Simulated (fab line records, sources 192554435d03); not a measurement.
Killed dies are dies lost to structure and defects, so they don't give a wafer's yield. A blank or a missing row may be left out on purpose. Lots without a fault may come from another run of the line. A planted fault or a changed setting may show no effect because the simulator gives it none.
fab line records | flow n5_finfet
record lots=4 wafers=12 last_day=17
route steps=1938 shown SD_EPI_N@276 SD_EPI_P@295 SD_ACTIVATION@332 BEOL_M4@1111 PASSIVATION@1936
lots that met no fault: from a run of the same line without faults
start_h: hours from the record's first day to the start of the lot's first wafer shown | wait_h: hours since the lot's step before | " the same as in the row above | L1.1+2: a row that stands for several wafers | - no value, or no start given | * or withheld: withheld | < > ~ a bound
route shown NAME@n: a module of which the file shows steps, and the number in the route of the first | usual: mean/standard deviation of fault-free wafers | same: alike in all rows | chamber/n: place in a boat | sites: the reading at each site | _std_site: their standard deviation | _edge_site: outer sites' mean less inner sites' | radius_mm: how far each site lies from the wafer's centre | mask NAME#n: copy n | behind: the tool/chamber that last shaped the wafer | hold: why the lot was held/for how many hours/how that ended | device: the transistor (n, p or np) that didn't switch | end of line: the same wafers' tests at the end of the route | a step without rows: its recipe alone | killed: dies lost to structure and defects at the first sort, not the wafer's yield | map: a wafer's dies, x killed, . not, _ none there
set.NAME: the setting as run; set.NAME@STEP: as run at that earlier step | model.NAME: the simulator's own value behind a step, which no gauge read
lots at some steps of the route; a table a step, a row a wafer
services: from which hour (start_h, from the record's first day; less than 0 if before it) a tool's chamber was out of use, for how many hours, and why
## steps
# step N5_SD_EPI_N_STRIP_36
# recipe chemistry=N2/H2 temp_c=40 n2_flow_sccm=200 h2_flow_sccm=200 rf_frequency_hz=6e+07
# step N5_SD_EPI_N_ETCHBACK_44
# recipe chemistry=CH3F/O2 mode=anisotropic_etchback target=SiNx target_depth_a=145 stop_on=SiO2 over_etch_frac=0.3 ion_energy_ev=120 pressure_mtorr=30 source_w=395 bias_w=73 Ar_flow_sccm=150 CH3F_flow_sccm=30 O2_flow_sccm=20
# step N5_SD_EPI_N_ETCH_45
# recipe chemistry=CH3F/O2 target=SiOCN target_depth_a=60 mask_material=SOC ion_energy_ev=60 bias_w=29 pressure_mtorr=15 source_w=410 Ar_flow_sccm=150 CH3F_flow_sccm=30 O2_flow_sccm=20
# step N5_SD_EPI_N_ETCH_16
# recipe chemistry=CHF3/O2 target=SiO2 target_depth_a=50 mask_material=SOC pressure_mtorr=30 source_w=650 bias_w=170 Ar_flow_sccm=200 CHF3_flow_sccm=50 O2_flow_sccm=5 ion_energy_ev=200
# step N5_SD_EPI_N_STRIP_47
# recipe chemistry=CHF3/O2 resist=SiARC rf_frequency_hz=6e+07
# step N5_SD_EPI_N_SD_RECESS_17
# recipe chemistry=HBr/Cl2/O2 target_depth_a=410 mask_material=SOC time_s=23.7 bt_time_s=3 pressure_mtorr=10 icp_w=800 bias_w=112 HBr_flow_sccm=150 Cl2_flow_sccm=80 O2_flow_sccm=12
# step N5_SD_EPI_N_STRIP_38
# recipe chemistry=N2/H2 power_w=1000 temp_c=250 h2_frac=0.65 overash_fraction=0.3 pressure_mtorr=withheld n2_flow_sccm=1750 h2_flow_sccm=3250
# step N5_SD_EPI_N_WET_ETCH_43
# recipe chemistry=dHF dilution=withheld time_s=14 target=SiO2 target_depth_a=15 temp_c=25
# step N5_SD_EPI_N_STRIP_18
# recipe chemistry=SPM time_s=750 temp_c=130 h2so4_h2o2_vol_ratio=4
# step N5_SD_EPI_N_SRD_20
# recipe dry=ipa_marangoni do_ppb=5 time_s=30 temp_c=23 rinse_liquid=diw
# step N5_SD_EPI_N_PRECLEAN_48
# recipe chemistry=NF3:NH3 afs_cycles=2 temp_c=30 time_s=20 sublimation_temp_c=180 sublimation_time_s=60 pressure_torr=3 rf_power_w=30
# step N5_SD_EPI_N_VAPOR_ETCH_50
# recipe chemistry=HCl target=Si temp_c=775 time_s=54 pressure_torr=20 mode=isotropic
# step N5_SD_EPI_N_EPI_21
# recipe material=Si:P dopant=P temp_c=680 pressure_torr=255 time_s=690
# usual epi_growth_time_s=690/0
# columns lot.wafer tool chamber start_h wait_h epi_growth_time_s model.Si-P_of_SD_EPI_N_EPI_21.thk_nm
L122.2 epi_rpcvd-01 0 57.92 0.4 690 59
L122.4 " 0 " " 690 59
L122.6 " 0 " " 690 59.4
L135.1 epi_rpcvd-01 0 135.89 0.1 808.75 66.6
L135.3 " 0 " " 808.75 66.8
L135.4 " 0 " " 808.75 67.2
L136.1 epi_rpcvd-01 0 141.78 0.1 808.75 65.8
L136.4 " 0 " " 808.75 66.2
L136.5 " 0 " " 808.75 65.8
L141.3 epi_rpcvd-03 0 173.51 0.9 690 60.4
L141.4 " 0 " " 690 60
L141.6 " 0 " " 690 60
# step N5_SD_EPI_N_EPI_MEAS_23
# recipe mode=xrd
# usual thk_nm=59.2/1.2
# columns lot.wafer tool chamber start_h wait_h thk_nm
L122.2 film_metro-02 - 59.37 1.2 60.3
L122.4 " - " " 58.9
L122.6 " - " " 58.3
L135.1 film_metro-01 - 137.63 1.5 67.6
L135.3 " - " " 66.9
L135.4 " - " " 64.6
L136.1 film_metro-01 - 143.49 1.4 65.1
L136.4 " - " " 66.4
L136.5 " - " " 65.6
L141.3 film_metro-01 - 175.05 1.2 59.9
L141.4 " - " " 59.9
L141.6 " - " " 60.9
# step N5_SD_EPI_N_PRECLEAN_24
# recipe chemistry=O3/DIW time_s=60 temp_c=22 o3_ppm=10
# step N5_SD_EPI_N_SRD_25
# recipe time_s=30 temp_c=23 rinse_liquid=diw dry=ipa_marangoni
# step N5_SD_EPI_N_PRECLEAN_49
# recipe chemistry=NF3:NH3 afs_cycles=1 temp_c=30 time_s=20 sublimation_temp_c=180 sublimation_time_s=60 pressure_torr=3 rf_power_w=30
# step N5_SD_EPI_N_LINER_46
# recipe material=SiNx target_thk_a=30 temp_c=400 ald_precursor_family=SiH2I2 ald_co_reactant=N2/H2-plasma pressure_torr=2
# step N5_SD_EPI_P_COAT_34
# recipe resist=SOC temp_c=250 time_s=60 spin_rpm=1500 resist_thk_nm=350
# step N5_SD_EPI_P_COAT_35
# recipe resist=SiARC temp_c=220 time_s=60 spin_rpm=1500 resist_thk_nm=35
# step N5_SD_EPI_P_COAT_03
# recipe resist=CAR-ArF-block spin_rpm=1500 resist_thk_nm=150
# step N5_SD_EPI_P_EBR_05
# recipe solvent=PGMEA ebr_width_mm=1.5
# step N5_SD_EPI_P_SOFTBAKE_04
# recipe temp_c=110 time_s=60 resist=CAR-ArF-block
# step N5_SD_EPI_P_EXPOSE_06
# recipe mask_id=SD_P_BLK na=1.35 source_shape=conventional sigma_outer=0.8 polarization=unpolarized target_cd_nm=240 dose_mj=39.5
# step N5_SD_EPI_P_PEB_07
# recipe peb_temp_c=110 peb_time_s=60 resist=CAR-ArF-block
# step N5_SD_EPI_P_DEVELOP_08
# recipe develop_time_s=30 developer=TMAH resist=CAR-ArF-block dev_temp_c=23 rinse_liquid=diw dry=air_spin
# step N5_SD_EPI_P_DESCUM_14
# recipe chemistry=O2 time_s=7.9 source_power_w=50 bias_power_w=20 pressure_mtorr=20 rf_frequency_hz=2.712e+07 temp_c=40 resist=CAR-ArF-block o2_flow_sccm=225
# step N5_SD_EPI_P_ETCH_36
# recipe chemistry=CF4 target=SiARC target_depth_a=455 mask_material=CAR-ArF-block time_s=75.8 ion_energy_ev=80 pressure_mtorr=40 source_w=545 bias_w=36 Ar_flow_sccm=100 cf4_flow_sccm=100 ends=cleared
# step N5_SD_EPI_P_ETCH_37
# recipe chemistry=N2/H2 target=SOC overetch_a=1080 mask_material=SiARC temp_c=40 ion_energy_ev=100 source_w=3000 bias_w=133 pressure_mtorr=20 time_s=486 n2_flow_sccm=200 h2_flow_sccm=200 ends=end_point
# step N5_SD_EPI_P_STRIP_38
# recipe chemistry=N2/H2 temp_c=40 n2_flow_sccm=200 h2_flow_sccm=200 rf_frequency_hz=6e+07
# step N5_SD_EPI_P_ETCHBACK_46
# recipe chemistry=CH3F/O2 mode=anisotropic_etchback target=SiNx target_depth_a=175 stop_on=SiO2 over_etch_frac=0.3 ion_energy_ev=120 pressure_mtorr=30 source_w=395 bias_w=73 Ar_flow_sccm=150 CH3F_flow_sccm=30 O2_flow_sccm=20
# step N5_SD_EPI_P_ETCH_47
# recipe chemistry=CH3F/O2 target=SiOCN target_depth_a=250 mask_material=SOC ion_energy_ev=60 bias_w=29 pressure_mtorr=30 source_w=410 Ar_flow_sccm=150 CH3F_flow_sccm=30 O2_flow_sccm=20
# step N5_SD_EPI_P_ETCH_16
# recipe chemistry=CHF3/O2 target=SiO2 target_depth_a=50 mask_material=SOC pressure_mtorr=30 source_w=650 bias_w=170 Ar_flow_sccm=200 CHF3_flow_sccm=50 O2_flow_sccm=5 ion_energy_ev=200
# step N5_SD_EPI_P_STRIP_50
# recipe chemistry=CHF3/O2 resist=SiARC rf_frequency_hz=6e+07
# step N5_SD_EPI_P_SD_RECESS_17
# recipe chemistry=HBr/Cl2/O2 target_depth_a=391 bt_time_s=3 pressure_mtorr=10 icp_w=800 bias_w=112 HBr_flow_sccm=150 Cl2_flow_sccm=80 O2_flow_sccm=12
# step N5_SD_EPI_P_WET_ETCH_45
# recipe chemistry=dHF dilution=withheld time_s=10.7 target=SiO2 target_depth_a=20 temp_c=25 dry=ipa_marangoni rinse_time_s=30 rinse_temp_c=23
# step N5_SD_EPI_P_STRIP_40
# recipe chemistry=N2/H2 power_w=1000 temp_c=250 h2_frac=0.65 overash_fraction=0.3 pressure_mtorr=withheld n2_flow_sccm=1750 h2_flow_sccm=3250
# step N5_SD_EPI_P_PRECLEAN_52
# recipe chemistry=O3/DIW time_s=60 temp_c=22 o3_ppm=10
# step N5_SD_EPI_P_PRECLEAN_24
# recipe chemistry=O3/DIW time_s=45 temp_c=22 o3_ppm=10
# columns lot.wafer tool chamber start_h wait_h model.Si-P_of_SD_EPI_N_EPI_21.thk_nm
L122.2+4 wet_bench-02 1,4 64.52 0.0 58.2
L122.6 " 6 " " 58.6
L135.1 wet_bench-02 2 142.63 0.0 65.6
L135.3 " 7 " " 65.8
L135.4 " 0 " " 66.4
L136.1+5 wet_bench-02 4,0 148.33 0.0 64.8
L136.4 " 1 " " 65.4
L141.3 wet_bench-02 4 179.61 0.0 59.4
L141.4+6 " 5,7 " " 59.2
# step N5_SD_ACTIVATION_RS_MEAS_03
# recipe thk_meas_gauge=four-point-probe
# usual RS_SD_N=21.82/0.29 RS_SD_P=56.1/0.88
# columns lot.wafer tool chamber start_h wait_h RS_SD_N[ohm/sq] RS_SD_P[ohm/sq]
L122.2 film_metro-02 - 65.04 0.2 21.96 56.4
L122.4 " - " " 22.07 56.7
L122.6 " - " " 21.69 56.9
L135.1 film_metro-02 - 143.22 0.2 19.44 56.4
L135.3 " - " " 19.42 57.7
L135.4 " - " " 19.23 57.7
L136.1 film_metro-02 - 148.88 0.2 19.73 56.9
L136.4 " - " " 19.42 56.9
L136.5 " - " " 19.68 55.8
L141.3 film_metro-01 - 180.16 0.2 21.37 55.1
L141.4 " - " " 21.67 55.9
L141.6 " - " " 21.58 56.4
# step N5_BEOL_M4_RC_MEAS_101
# usual DIBL_N=36.0/1.6 DIBL_P=36.1/2 IOFF_N=0.160/0.029 IOFF_P=0.21/0.039 ION_N=675/13 ION_P=464/8.8 RS_SD_N=28.3/0.42 SS_N=71.5/0.58 SS_P=73.3/0.65 VT_N=250/3.3 VT_P=-249/3.6
# columns lot.wafer tool chamber start_h wait_h DIBL_N[mV/V] DIBL_P[mV/V] IOFF_N[nA/um] IOFF_P[nA/um] ION_N[uA/um] ION_P[uA/um] RS_SD_N[ohm/sq] SS_N[mV/dec] SS_P[mV/dec] VT_N[mV] VT_P[mV]
L122.2 prober-01 0 169.45 0.2 35.3 33.5 0.136 0.19 666 457 28.5 71.1 72.9 254 -250
L122.4 " 0 " " 35.9 33.5 0.140 0.19 665 456 28.6 72.1 73.3 254 -250
L122.6 " 0 " " 35.9 34.1 0.144 0.20 656 456 28.5 71.2 73.1 250 -250
L135.1 prober-02 0 244.03 0.0 36.5 35.4 0.165 0.22 675 463 25.2 71.4 73.5 250 -248
L135.3 " 0 " " 34.7 34.4 0.145 0.20 688 467 25.1 71.8 72.1 248 -251
L135.4 " 0 " " 37.0 36.9 0.186 0.24 691 476 24.9 71.2 74.4 243 -245
L136.1 prober-01 0 264.87 0.0 36.4 35.4 0.151 0.17 664 451 25.2 70.8 73.2 249 -254
L136.4 " 0 " " 37.1 36.9 0.175 0.20 677 453 25.2 71.7 73.7 247 -252
L136.5 " 0 " " 39.2 38.7 0.226 0.23 697 459 25.2 71.8 73.7 243 -251
L141.3 prober-02 0 301.42 0.3 38.4 37.8 0.198 0.25 692 474 27.9 72.1 73.9 246 -244
L141.4 " 0 " " 35.6 35.3 0.143 0.20 681 472 27.9 71.6 72.9 248 -249
L141.6 " 0 " " 35.1 34.4 0.130 0.19 670 458 28.0 71.2 72.2 253 -249
# step N5_PASSIVATION_PROBE_49
# usual defect_limited_yield=91.0/1.3 killed_at_M0_to_M3=36/9.5 killed_at_M4_up=14/5.6 killed_at_contacts=12/6.4 killed_at_front_end=40/10 killed_at_other=3.2/3 killed_dies=107/15 killed_on_rim=15/4.5 killed_open=69/12 killed_short=35/7.7 sort_bin_4_leakage=0/0 sort_bin_5_function=5.3/0.91 sort_bin_6_memory=3.3/0.65 sort_n_pass=1073/15 sort_yield_pct=91.0/1.3
# same gross_dies=1180 killed_at_back_side=0 sort_bin_8_speed[%]=0
# columns lot.wafer tool chamber start_h wait_h defect_limited_yield[%] killed_at_M0_to_M3 killed_at_M4_up killed_at_contacts killed_at_front_end killed_at_other killed_dies killed_on_rim killed_open killed_short sort_bin_4_leakage[%] sort_bin_5_function[%] sort_bin_6_memory[%] sort_n_pass sort_yield_pct[%]
L122.2 prober-01 - 273.04 0.1 88.1 48 17 3 72 1 141 23 106 27 0 6.9 4.2 1039 88.1
L122.4 prober-01 - 273.14 0.2 90.0 35 18 12 48 5 118 14 74 44 0 5.3 4.3 1062 90.0
L122.6 prober-01 - 273.24 0.3 90.2 52 8 9 43 4 116 17 88 23 0 5.3 4.1 1064 90.2
L135.1 prober-02 - 358.16 0.0 89.2 56 20 4 44 3 127 21 84 41 0 6.0 4.6 1053 89.2
L135.3 prober-02 - 358.26 0.1 89.6 44 15 8 53 3 123 19 79 41 0 6.3 3.5 1057 89.6
L135.4 prober-02 - 358.31 0.2 91.1 29 27 5 38 6 105 14 74 31 0 5.1 3.4 1075 91.1
L136.1 prober-02 - 385.74 0.0 91.3 27 12 6 52 6 103 23 58 41 0 4.8 3.5 1077 91.3
L136.4 prober-02 - 385.89 0.2 91.4 24 21 14 40 2 101 10 75 24 0 5.3 3.1 1079 91.4
L136.5 prober-02 - 385.94 0.2 90.7 29 33 12 30 6 110 17 78 32 0.08 5.3 4.1 1069 90.6
L141.3 prober-01 - 405.40 0.1 91.2 44 12 11 34 3 104 15 59 44 0 5.7 2.5 1076 91.2
L141.4 prober-01 - 405.45 0.2 92.3 31 8 4 39 9 91 9 57 32 0 4.5 3.1 1089 92.3
L141.6 prober-01 - 405.55 0.3 90.9 32 15 10 48 2 107 23 64 31 0 5.1 3.1 1073 90.9
# killed by level:class
L122.2 STI_FIN_REVEAL:geometric_particle:open=29 BEOL_M1:geometric_particle:open=16 FIN_SAQP:geometric_particle:open=14 BEOL_M2:geometric_particle:open=7 BEOL_M0:geometric_particle:open=7 BEOL_M4:geometric_particle:open=7 HKMG_FIN:area_etch=7 STI_FIN_REVEAL:geometric_particle:short=6
L122.4 STI_FIN_REVEAL:geometric_particle:open=18 BEOL_M0_SAQP:geometric_particle:short=11 MOL_CONTACT_COAG:geometric_particle:open=8 FIN_SAQP:geometric_particle:open=7 BEOL_M0_SAQP:geometric_particle:open=7 BEOL_M4:geometric_particle:open=7 STI_FIN_REVEAL:geometric_particle:short=6 DUMMY_GATE:geometric_particle:open=6
L122.6 BEOL_M1:geometric_particle:open=13 STI_FIN_REVEAL:geometric_particle:open=11 BEOL_M2:geometric_particle:open=11 FIN_SAQP:geometric_particle:open=10 BEOL_M3:geometric_particle:open=9 MOL_CONTACT_COAG:geometric_particle:open=7 BEOL_M0_SAQP:geometric_particle:open=7 HKMG_FIN:area_etch=5
L135.1 BEOL_M1:geometric_particle:open=20 STI_FIN_REVEAL:geometric_particle:open=14 BEOL_M0_SAQP:geometric_particle:short=10 BEOL_M0_SAQP:geometric_particle:open=8 FIN_SAQP:geometric_particle:short=7 BEOL_M2:geometric_particle:open=6 GATE_CUT:geometric_particle:short=5 BEOL_M8:geometric_particle:open=5
L135.3 STI_FIN_REVEAL:geometric_particle:open=16 BEOL_M1:geometric_particle:short=10 FIN_SAQP:geometric_particle:open=9 BEOL_M2:geometric_particle:open=8 BEOL_M4:geometric_particle:open=7 BEOL_M0_SAQP:geometric_particle:short=7 MOL_CONTACT_COAG:geometric_particle:open=6 FIN_SAQP:geometric_particle:short=5
L135.4 STI_FIN_REVEAL:geometric_particle:open=10 BEOL_M1:geometric_particle:open=9 BEOL_M4:geometric_particle:open=9 FIN_SAQP:geometric_particle:open=8 BEOL_M0_SAQP:geometric_particle:short=6 FIN_SAQP:geometric_particle:short=5 DUMMY_GATE:geometric_particle:open=4 MOL_CONTACT_COAG:geometric_particle:open=4
L136.1 FIN_SAQP:geometric_particle:short=16 FIN_SAQP:geometric_particle:open=13 STI_FIN_REVEAL:geometric_particle:open=6 DUMMY_GATE:geometric_particle:open=6 BEOL_M1:geometric_particle:open=6 MOL_CONTACT_COAG:geometric_particle:open=5 BEOL_M0_SAQP:geometric_particle:open=5 BEOL_M0_SAQP:geometric_particle:short=5
L136.4 STI_FIN_REVEAL:geometric_particle:open=13 BEOL_M2:geometric_particle:open=13 MOL_CONTACT_COAG:geometric_particle:open=12 BEOL_M4:geometric_particle:open=6 DUMMY_GATE:geometric_particle:open=5 DUMMY_GATE:geometric_particle:short=4 BEOL_M4:geometric_particle:short=4 GATE_CUT:geometric_particle:short=3
L136.5 BEOL_M4:geometric_particle:open=19 MOL_CONTACT_COAG:geometric_particle:open=11 FIN_SAQP:geometric_particle:open=10 BEOL_M2:geometric_particle:open=7 BEOL_M0_SAQP:geometric_particle:short=6 STI_FIN_REVEAL:geometric_particle:open=5 BEOL_M0_SAQP:geometric_particle:open=5 BEOL_M4:geometric_particle:short=5
L141.3 BEOL_M0_SAQP:geometric_particle:short=11 FIN_SAQP:geometric_particle:short=8 BEOL_M0_SAQP:geometric_particle:open=7 BEOL_M3:geometric_particle:open=7 GATE_CUT:geometric_particle:short=7 MOL_CONTACT_COAG:geometric_particle:open=6 BEOL_M1:geometric_particle:open=6 FIN_SAQP:geometric_particle:open=5
L141.4 FIN_SAQP:geometric_particle:short=8 BEOL_M3:geometric_particle:open=7 FIN_SAQP:geometric_particle:open=6 BEOL_M1:geometric_particle:open=6 GATE_CUT:geometric_particle:open=5 BEOL_M0_SAQP:geometric_particle:short=5 GATE_CUT:geometric_particle:short=4 ILD0:geometric_particle:open=4
L141.6 BEOL_M0_SAQP:geometric_particle:open=9 FIN_SAQP:geometric_particle:open=8 MOL_CONTACT_COAG:geometric_particle:open=8 BEOL_M1:geometric_particle:open=8 HKMG_FIN:area_etch=8 DUMMY_GATE:geometric_particle:open=6 FIN_SAQP:geometric_particle:short=4 SPACER0:geometric_particle:short=4
## services
# columns tool chamber start_h hours kind
epi_rpcvd-03 - 128.24 2.8 pm
## key
first_sign step=N5_SD_EPI_N_EPI_21 reading=epi_growth_time_s direction=up sigmas=99+ usual=* struck=*
effect step=N5_SD_EPI_N_EPI_MEAS_23 reading=thk_nm direction=up sigmas=5.7 usual=* struck=*
effect step=N5_SD_ACTIVATION_RS_MEAS_03 reading=RS_SD_N direction=down sigmas=8 usual=21.82 struck=19.49
effect step=N5_BEOL_M4_RC_MEAS_101 reading=RS_SD_N direction=down sigmas=7.5 usual=28.3 struck=25.1
model_effect step=N5_SD_EPI_N_EPI_21 value=Si-P_of_SD_EPI_N_EPI_21.thk_nm without=59.4 struck=66.4
model_effect step=N5_SD_EPI_P_PRECLEAN_24 value=Si-P_of_SD_EPI_N_EPI_21.thk_nm without=58.6 struck=65.47
met_at N5_SD_EPI_N_EPI_21
struck_wafers L135.1,L135.3,L135.4,L136.1,L136.4,L136.5
onset_between 57.92 135.89
fault kind=process_parameter_drift tool=epi_rpcvd-01 chamber=- onset_h=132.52 steps=N5_SD_EPI_N_EPI_21 channel=epi_growth_time_s offset=* shape=step end_h=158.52 acts_in=* stated=*
